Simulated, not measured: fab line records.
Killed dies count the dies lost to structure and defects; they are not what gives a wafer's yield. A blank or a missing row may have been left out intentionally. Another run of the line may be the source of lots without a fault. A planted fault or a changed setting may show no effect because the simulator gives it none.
fab line records | flow n5-finfet
[record] lots = 4 | wafers = 12 | last-day = 17
route steps=1938 shown BEOL_M10@1530 BEOL_M11@1536
lots that met no fault: from a run of the same line without faults
start-h: hours from the record's opening day to when the first of the lot's shown wafers began | wait-h: hours from the lot's prior step to this one | " identical to the entry in the row above | L1.1+2: a row that stands for several wafers | - no value, or no start was given | * or withheld: withheld | < > ~ a bound
route shown NAME@n: NAME is a module with steps in the file, n the number in the route of the first one | usual: mean/standard deviation taken from wafers without a fault | same: alike in all rows | chamber/n: place in a boat | sites: the reading at each site | _std_site: how widely they spread, as a standard deviation | _edge_site: mean of outer sites minus mean of inner sites | radius-mm: for every site, how far away it sits from the centre of the wafer | mask NAME#n: copy n | behind: the tool/chamber that last shaped the wafer | hold: cause of the lot's hold/its duration in hours/its outcome | device: the n, p or np transistor that did not switch | end of line: tests run on the same wafers once the route is complete | a step with no rows: only its recipe | killed: at the first sort, the dies lost to defects and structure; wafer yield is something else | map: a wafer's dies, x killed, . not, _ none there
set.NAME: the setting as run; set.NAME@STEP: as run at that earlier step | model.NAME: the simulator's own value behind a step, which no gauge read
lots at selected steps of the route; one table per step, one row per wafer
services: when a tool's chamber went out of use (start-h, in hours from the record's first day, below 0 if earlier), for how many hours, and the reason
[[steps]]
[step N5_BEOL_M10_CMP_52]
[recipe] stop-on = SiCOH_lowk | t-overpolish-s = 7 | down-force-psi = 1 | platen-rpm = 50 | clearing-platen-down-force-psi = 1.5 | clearing-platen-rpm = 50 | post-cmp-clean = cu-alkaline | target-thk-nm = 140 | clearing-platen-pad-velocity-m-s = 0.99484 | pad-velocity-m-s = 0.99484
[step N5_BEOL_M10_PRE_CLEAN_55]
[recipe] gas = NH3 | time-s = 15 | temp-c = withheld | rf-power-w = 300
[step N5_BEOL_M10_DEP_56]
[recipe] material = SiCN | target-thk-a = 150 | temp-c = withheld | precursor = 3MS/NH3 | pressure-torr = 3 | rf-w = 202 | time-s = 26.5
[step N5_BEOL_M11_ILD_DEP_00]
[recipe] material = SiCOH_lowk | target-thk-a = 3085.1 | temp-c = 300 | precursor = DEMS/porogen | pressure-torr = 5 | rf-w = 500 | time-s = 58
[step N5_BEOL_M11_CURE_71]
[recipe] temp-c = 385 | time-s = 240 | ambient = He/Ar | material = SiCOH_lowk
[step N5_BEOL_M11_PECVD_70]
[recipe] material = SiO2 | target-thk-a = 200 | temp-c = 400 | precursor = TEOS/O2 | pressure-torr = 5.5 | rf-w = 450 | teos-flow-sccm = 53.8 | gas = O2 | flow-sccm = 3000 | time-s = 22.7
[step N5_BEOL_M11_HM_DEP_02]
[recipe] material = TiN | target-thk-a = 200 | temp-c = 25 | chamber-pressure-pa = 0.49996
[step N5_BEOL_M11_COAT_59]
[recipe] resist = SOC | temp-c = 250 | time-s = 60 | spin-rpm = 1500 | resist-thk-nm = 100
[step N5_BEOL_M11_COAT_60]
[recipe] resist = SiARC | temp-c = 220 | time-s = 60 | spin-rpm = 1500 | resist-thk-nm = 30
[usual] spin-speed-rpm = 1500.1/0.94
lot.wafer | tool           | chamber | start-h | wait-h | spin-speed-rpm | model.SiARC_of_BEOL_M11_COAT_60.thk-nm
L577.2    | litho-track-04 | 0       | 271.34  | -      | 1499.9         | 30
L577.3    | "              | 0       | "       | "      | 1499.8         | 30
L577.5    | "              | 0       | "       | "      | 1498.9         | 30
L588.1    | litho-track-04 | 0       | 337.06  | -      | 1643.3         | 28.8
L588.3    | "              | 0       | "       | "      | 1645.3         | 28.8
L588.5    | "              | 0       | "       | "      | 1645.1         | 28.8
L586.2    | litho-track-04 | 0       | 343.73  | -      | 1645.3         | 28.8
L586.3    | "              | 0       | "       | "      | 1646.2         | 28.6
L586.6    | "              | 0       | "       | "      | 1646.2         | 28.6
L591.3    | litho-track-05 | 0       | 367.15  | -      | 1500.5         | 30
L591.4    | "              | 0       | "       | "      | 1497.9         | 30
L591.5    | "              | 0       | "       | "      | 1499.3         | 30
[step N5_BEOL_M11_COAT_05]
[recipe] resist = CAR-ArF | spin-rpm = 1500 | resist-thk-nm = 90
[step N5_BEOL_M11_EBR_07]
[recipe] solvent = PGMEA | ebr-width-mm = 1.5
[step N5_BEOL_M11_SOFTBAKE_06]
[recipe] temp-c = 110 | time-s = 60 | resist = CAR-ArF
[step N5_BEOL_M11_EXPOSE_08]
[recipe] mask-id = M11 | na = 1.35 | source-shape = dipole | sigma-inner = 0.411 | sigma-outer = 0.611 | polarization = te | dose-mj = 53.75
[step N5_BEOL_M11_PEB_09]
[recipe] peb-temp-c = withheld | peb-time-s = 60 | resist = CAR-ArF
[step N5_BEOL_M11_DEVELOP_10]
[recipe] develop-time-s = 30 | developer = TMAH | resist = CAR-ArF | rinse-liquid = diw | dry = air-spin | dev-temp-c = 23
[step N5_BEOL_M11_DESCUM_16]
[recipe] chemistry = O2 | time-s = 7.9 | source-power-w = 50 | bias-power-w = 20 | pressure-mtorr = 20 | rf-frequency-hz = 2.712e+07 | temp-c = 40 | resist = CAR-ArF | o2-flow-sccm = 225
[step N5_BEOL_M11_ETCH_61]
[recipe] chemistry = CF4 | target = SiARC | target-depth-a = 390 | mask-material = CAR-ArF | time-s = 65 | ion-energy-ev = 80 | pressure-mtorr = 40 | source-w = 545 | bias-w = 36 | Ar_flow_sccm = 100 | cf4-flow-sccm = 100 | ends = cleared
[usual] drypump-motor-current-A = 5.6/0.51 | etch-rf-on-time-s = 64.2/1.8 | oes-product-au = 0.71/0.089 | rf-vpp-V = 184.0/1.3 | showerhead-plenum-p-Torr = 2.13/0.076 | throttle-valve-pct = 15.46/0.29
lot.wafer | tool        | chamber | start-h | wait-h | drypump-motor-current-A | etch-rf-on-time-s | oes-product-au | rf-hours-counter-h | rf-vpp-V | showerhead-plenum-p-Torr | throttle-valve-pct | model.etch.depth-nm | model.CAR-ArF_of_BEOL_M11_COAT_05.thk-nm
L577.2    | rie-diel-04 | 3       | 271.83  | 0.0    | 6.1                     | 64.3              | 0.64           | 154                | 182.6    | 2.06                     | 15.70              | 29.97               | 55.6
L577.3    | "           | 1       | "       | "      | 5.0                     | 66.7              | 0.59           | 194                | 183.2    | 2.05                     | 15.64              | 30                  | 55
L577.5    | "           | 3       | "       | "      | 6.1                     | 64.3              | 0.64           | -                  | 181.5    | 2.06                     | 15.72              | 29.91               | 55.2
L588.1    | rie-diel-03 | 1       | 337.43  | 0.0    | 4.9                     | 61.1              | 0.70           | 90                 | 187.3    | 2.24                     | 15.80              | 28.75               | 56.6
L588.3    | "           | 2       | "       | "      | 6.6                     | 61.8              | 0.63           | 200                | 185.7    | 2.19                     | 15.58              | 28.71               | 56.8
L588.5    | "           | 0       | "       | "      | 5.6                     | 58.4              | 0.78           | -                  | 183.7    | 2.10                     | 15.44              | 28.7                | 56.6
L586.2    | rie-diel-03 | 2       | 344.22  | 0.0    | 6.6                     | 63.2              | 0.62           | 202                | 184.2    | 2.19                     | 15.58              | 28.7                | 56.8
L586.3    | "           | 1       | "       | "      | 4.9                     | 60.7              | 0.70           | 92                 | 186.3    | 2.24                     | 15.82              | 28.58               | 57
L586.6    | "           | 3       | "       | "      | 5.4                     | 58.9              | 0.75           | -                  | 182.6    | 2.10                     | 15.55              | 28.55               | 56.8
L591.3    | rie-diel-03 | 0       | 367.72  | 0.0    | 5.7                     | 62.4              | 0.75           | 42                 | 184.2    | 2.09                     | 15.48              | 30.02               | 55
L591.4    | "           | 2       | "       | "      | 6.6                     | 65.4              | 0.62           | 208                | 185.0    | 2.19                     | 15.60              | 30.01               | 55.2
L591.5    | "           | 2       | "       | "      | 6.6                     | 65.6              | 0.62           | -                  | 185.2    | 2.19                     | 15.59              | 30                  | 55
[step N5_BEOL_M11_ETCH_62]
[recipe] chemistry = N2/H2 | target = SOC | target-depth-a = 1100 | overetch-a = 220 | mask-material = SiARC | temp-c = 40 | time-s = 165 | ion-energy-ev = 200 | pressure-mtorr = 30 | source-w = 840 | bias-w = 150 | n2-flow-sccm = 200 | h2-flow-sccm = 200
[usual] drypump-motor-current-A = 5.6/0.52 | n2-flow-sccm = 200.1/0.52 | oes-product-au = 0.70/0.082 | rf-vpp-V = 523.6/2.8 | showerhead-plenum-p-Torr = 2.53/0.1 | throttle-valve-pct = 17.7/0.35
lot.wafer | tool        | chamber | start-h | wait-h | drypump-motor-current-A | n2-flow-sccm | oes-product-au | rf-hours-counter-h | rf-vpp-V | showerhead-plenum-p-Torr | throttle-valve-pct | model.SiARC_of_BEOL_M11_COAT_60.thk-nm
L577.2    | rie-diel-04 | 3       | 271.88  | 0.0    | 6.1                     | 199.7        | 0.64           | 155                | 521.4    | 2.43                     | 17.8               | 23.6
L577.3    | "           | 1       | "       | "      | 5.0                     | 199.6        | 0.60           | 194                | 521.2    | 2.41                     | 17.9               | 24
L577.5    | "           | 3       | "       | "      | 6.1                     | 199.2        | 0.63           | -                  | 520.4    | 2.43                     | 17.8               | 23.6
L588.1    | rie-diel-03 | 1       | 337.48  | 0.0    | 4.9                     | 200.2        | 0.68           | 90                 | 526.5    | 2.68                     | 18.2               | 22.2
L588.3    | "           | 2       | "       | "      | 6.6                     | 200.3        | 0.62           | 200                | 527.5    | 2.61                     | 17.7               | 22.2
L588.5    | "           | 0       | "       | "      | 5.7                     | 200.0        | 0.75           | -                  | 521.4    | 2.47                     | 17.7               | 22
L586.2    | rie-diel-03 | 2       | 344.27  | 0.0    | 6.6                     | 200.2        | 0.62           | 202                | 525.1    | 2.61                     | 17.7               | 22.2
L586.3    | "           | 1       | "       | "      | 4.9                     | 200.0        | 0.68           | 92                 | 527.1    | 2.68                     | 18.2               | 22
L586.6    | "           | 3       | "       | "      | 5.4                     | 200.7        | 0.73           | -                  | 521.8    | 2.48                     | 17.8               | 21.8
L591.3    | rie-diel-03 | 0       | 367.77  | 0.0    | 5.7                     | 200.1        | 0.73           | 42                 | 521.9    | 2.47                     | 17.7               | 23.4
L591.4    | "           | 2       | "       | "      | 6.6                     | 200.2        | 0.61           | 208                | 526.1    | 2.60                     | 17.7               | 23.6
L591.5    | "           | 2       | "       | "      | 6.6                     | 200.5        | 0.61           | -                  | 525.7    | 2.60                     | 17.7               | 23.6
[step N5_BEOL_M11_STRIP_68]
[recipe] chemistry = N2/H2 | temp-c = 40 | n2-flow-sccm = 200 | h2-flow-sccm = 200 | rf-frequency-hz = 6e+07
[[services]]
tool        | chamber | start-h | hours | kind
rie-diel-04 | 2       | 287.02  | -     | clean
rie-diel-04 | 2       | 287.02  | -     | consumable-replace:focus-ring
rie-diel-04 | 0       | 309.21  | -     | clean
rie-diel-04 | 0       | 309.21  | -     | consumable-replace:esc
rie-diel-04 | 0       | 309.21  | -     | consumable-replace:focus-ring
rie-diel-04 | 0       | 309.21  | -     | consumable-replace:showerhead
rie-diel-04 | 0       | 309.21  | 25.9  | scheduled-down
rie-diel-04 | 0       | 309.21  | 25.9  | vent-cycle
rie-diel-03 | 1       | 342.20  | 1.8   | repair
rie-diel-04 | 1       | 359.38  | 18.2  | repair
[[key]]
[first-sign] step = N5_BEOL_M11_COAT_60 | reading = spin-speed-rpm | direction = up | sigmas = 99+ | usual = * | struck = *
effect none on later readings
[model-effect] step = N5_BEOL_M11_COAT_60 | value = SiARC_of_BEOL_M11_COAT_60.thk-nm | without = 30 | struck = 28.73
[model-effect] step = N5_BEOL_M11_ETCH_61 | value = etch.depth-nm | without = 30.02 | struck = 28.66
[model-effect] step = N5_BEOL_M11_ETCH_62 | value = SiARC_of_BEOL_M11_COAT_60.thk-nm | without = 23.47 | struck = 22.07
met-at N5_BEOL_M11_COAT_60
struck-wafers L586.2,L586.3,L586.6,L588.1,L588.3,L588.5
onset-between 271.34 337.06
[fault] kind = process-parameter-drift | tool = litho-track-04 | chamber = - | onset-h = 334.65 | steps = N5_BEOL_M11_COAT_60 | channel = spin-rpm | offset = * | shape = step | end-h = 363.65 | acts-in = * | stated = *
